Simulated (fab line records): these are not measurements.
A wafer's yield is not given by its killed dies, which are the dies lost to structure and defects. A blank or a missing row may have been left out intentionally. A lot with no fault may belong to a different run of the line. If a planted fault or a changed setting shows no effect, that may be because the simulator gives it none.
Lot-split experiment :: flow n5 finfet :: route with 1938 steps; 7 lots, 21 wafers read

THE SPLIT
At N5_BEOL_M4_DESCUM_16 (chemistry O2, time 7 s), the setting time s was moved away from the recipe's 7 s on 6 of the 21 wafers read, by -15.0% to +14.9%. All remaining wafers had this setting at the recipe value.

The split's own step is where the reading is taken.

THE READING
CAR-EUV_of_BEOL_M4_COAT_05.thk nm (the simulator's own value, which no gauge read), in nm, at N5_BEOL_M4_DESCUM_16 (chemistry O2, time 7 s). There is no usual value for it anywhere in the file. Here, 15 wafers ran the recipe; their average is 26.1 nm with a standard deviation of 0.098 nm.

wafer: L075.1
tool, chamber at the split: rie diel-06, 3
time s as run, s: 8.046
against the recipe: +14.9%
CAR-EUV_of_BEOL_M4_COAT_05.thk nm, nm: 25.4
against lot-mates on the recipe: -0.6

wafer: L075.5
tool, chamber at the split: rie diel-06, 3
time s as run, s: 8.046
against the recipe: +14.9%
CAR-EUV_of_BEOL_M4_COAT_05.thk nm, nm: 25.4
against lot-mates on the recipe: -0.6

wafer: L075.6
tool, chamber at the split: rie diel-06, 0
time s as run, s: 7
against the recipe: recipe
CAR-EUV_of_BEOL_M4_COAT_05.thk nm, nm: 26
against lot-mates on the recipe: -

wafer: L076.1
tool, chamber at the split: rie diel-05, 2
time s as run, s: 7
against the recipe: recipe
CAR-EUV_of_BEOL_M4_COAT_05.thk nm, nm: 26.2
against lot-mates on the recipe: -

wafer: L076.6
tool, chamber at the split: rie diel-05, 2
time s as run, s: 7
against the recipe: recipe
CAR-EUV_of_BEOL_M4_COAT_05.thk nm, nm: 26.2
against lot-mates on the recipe: -

wafer: L076.3
tool, chamber at the split: rie diel-05, 0
time s as run, s: 7
against the recipe: recipe
CAR-EUV_of_BEOL_M4_COAT_05.thk nm, nm: 26
against lot-mates on the recipe: -

wafer: L078.4
tool, chamber at the split: rie diel-05, 0,2
time s as run, s: 7
against the recipe: recipe
CAR-EUV_of_BEOL_M4_COAT_05.thk nm, nm: 26
against lot-mates on the recipe: -

wafer: L078.6
tool, chamber at the split: rie diel-05, 0,2
time s as run, s: 7
against the recipe: recipe
CAR-EUV_of_BEOL_M4_COAT_05.thk nm, nm: 26
against lot-mates on the recipe: -

wafer: L078.5
tool, chamber at the split: rie diel-05, 3
time s as run, s: 7
against the recipe: recipe
CAR-EUV_of_BEOL_M4_COAT_05.thk nm, nm: 26.2
against lot-mates on the recipe: -

wafer: L081.2
tool, chamber at the split: rie diel-05, 3,0,3
time s as run, s: 7
against the recipe: recipe
CAR-EUV_of_BEOL_M4_COAT_05.thk nm, nm: 26
against lot-mates on the recipe: -

wafer: L081.4
tool, chamber at the split: rie diel-05, 3,0,3
time s as run, s: 7
against the recipe: recipe
CAR-EUV_of_BEOL_M4_COAT_05.thk nm, nm: 26
against lot-mates on the recipe: -

wafer: L081.5
tool, chamber at the split: rie diel-05, 3,0,3
time s as run, s: 7
against the recipe: recipe
CAR-EUV_of_BEOL_M4_COAT_05.thk nm, nm: 26
against lot-mates on the recipe: -

wafer: L085.1
tool, chamber at the split: rie diel-05, 1,0
time s as run, s: 7
against the recipe: recipe
CAR-EUV_of_BEOL_M4_COAT_05.thk nm, nm: 26
against lot-mates on the recipe: -

wafer: L085.5
tool, chamber at the split: rie diel-05, 1,0
time s as run, s: 7
against the recipe: recipe
CAR-EUV_of_BEOL_M4_COAT_05.thk nm, nm: 26
against lot-mates on the recipe: -

wafer: L085.3
tool, chamber at the split: rie diel-05, 3
time s as run, s: 7
against the recipe: recipe
CAR-EUV_of_BEOL_M4_COAT_05.thk nm, nm: 26.2
against lot-mates on the recipe: -

wafer: L090.1
tool, chamber at the split: rie diel-06, 2,1
time s as run, s: 6.229
against the recipe: -11.0%
CAR-EUV_of_BEOL_M4_COAT_05.thk nm, nm: 26.4
against lot-mates on the recipe: +0.2

wafer: L090.4
tool, chamber at the split: rie diel-06, 2,1
time s as run, s: 6.229
against the recipe: -11.0%
CAR-EUV_of_BEOL_M4_COAT_05.thk nm, nm: 26.4
against lot-mates on the recipe: +0.2

wafer: L090.5
tool, chamber at the split: rie diel-06, 1
time s as run, s: 7
against the recipe: recipe
CAR-EUV_of_BEOL_M4_COAT_05.thk nm, nm: 26.2
against lot-mates on the recipe: -

wafer: L095.1
tool, chamber at the split: rie diel-05, 2
time s as run, s: 5.947
against the recipe: -15.0%
CAR-EUV_of_BEOL_M4_COAT_05.thk nm, nm: 26.6
against lot-mates on the recipe: +0.4

wafer: L095.2
tool, chamber at the split: rie diel-05, 3
time s as run, s: 5.947
against the recipe: -15.0%
CAR-EUV_of_BEOL_M4_COAT_05.thk nm, nm: 26.8
against lot-mates on the recipe: +0.6

wafer: L095.3
tool, chamber at the split: rie diel-05, 0
time s as run, s: 7
against the recipe: recipe
CAR-EUV_of_BEOL_M4_COAT_05.thk nm, nm: 26.2
against lot-mates on the recipe: -
The file does not say which wafer passed through which chamber wherever a row lists several chambers: such a row stands for several wafers.

FIT RESULTS
A straight line over all 21 wafers: CAR-EUV_of_BEOL_M4_COAT_05.thk nm changes by -0.0407 nm for each +1% of time s; r = -0.95; the points scatter about the line by 0.1 nm.
The same after taking each lot's own level away (the mean of its wafers on the recipe; 21 wafers): -0.0332 nm for each +1%; r = -0.94; scatter 0.093 nm.
According to that fit, moving time s by its largest amount changes the reading by 0.5 nm.
The span of the lots' own levels, 26.00 to 26.20 nm, comes to 2.0 times the standard deviation stated above.
Hence the slope depends on the lot-to-lot level, as the two fits are not the same.
Check: with one of the wafers moved furthest among these (-15.0%) left out of the fit, the line predicts +0.496 nm for it against its lot-mates. It came out at +0.4 nm against them.

THE OTHER SPLITS THESE WAFERS WENT THROUGH
These wafers also went through other splits before the reading. Each is held against what the fit with the lots' levels taken away leaves over:
other split on the same wafers: N5_GATE_CUT_COAT_07 spin rpm
wafers away from the commonest value: 3
r with CAR-EUV_of_BEOL_M4_COAT_05.thk nm (lot level and that fit taken away): -0.12

other split on the same wafers: N5_MOL_CONTACT_COAG_ALD_27 time s
wafers away from the commonest value: 7
r with CAR-EUV_of_BEOL_M4_COAT_05.thk nm (lot level and that fit taken away): -0.06

other split on the same wafers: N5_BEOL_M0_SAQP_ETCH_107 bias w
wafers away from the commonest value: 3
r with CAR-EUV_of_BEOL_M4_COAT_05.thk nm (lot level and that fit taken away): +0.30

other split on the same wafers: N5_BEOL_M0_CUTY_COAT_51 spin rpm
wafers away from the commonest value: 9
r with CAR-EUV_of_BEOL_M4_COAT_05.thk nm (lot level and that fit taken away): +0.27

other split on the same wafers: N5_BEOL_M0_CUTY_DESCUM_61 time s
wafers away from the commonest value: 9
r with CAR-EUV_of_BEOL_M4_COAT_05.thk nm (lot level and that fit taken away): +0.12

other split on the same wafers: N5_BEOL_M1_TRENCH_ETCH_37 bias w
wafers away from the commonest value: 10
r with CAR-EUV_of_BEOL_M4_COAT_05.thk nm (lot level and that fit taken away): -0.12

other split on the same wafers: N5_BEOL_M2_TRENCH_ETCH_37 bias w
wafers away from the commonest value: 7
r with CAR-EUV_of_BEOL_M4_COAT_05.thk nm (lot level and that fit taken away): -0.31

other split on the same wafers: N5_BEOL_M3_SPUTTER_48 time s
wafers away from the commonest value: 8
r with CAR-EUV_of_BEOL_M4_COAT_05.thk nm (lot level and that fit taken away): +0.01

other split on the same wafers: N5_BEOL_M4_COAT_62 spin rpm
wafers away from the commonest value: 3
r with CAR-EUV_of_BEOL_M4_COAT_05.thk nm (lot level and that fit taken away): -0.28

FILE'S OWN FIT
CAR-EUV_of_BEOL_M4_COAT_05.thk nm changes by -0.0327 nm for each +1% of time s, r = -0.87.
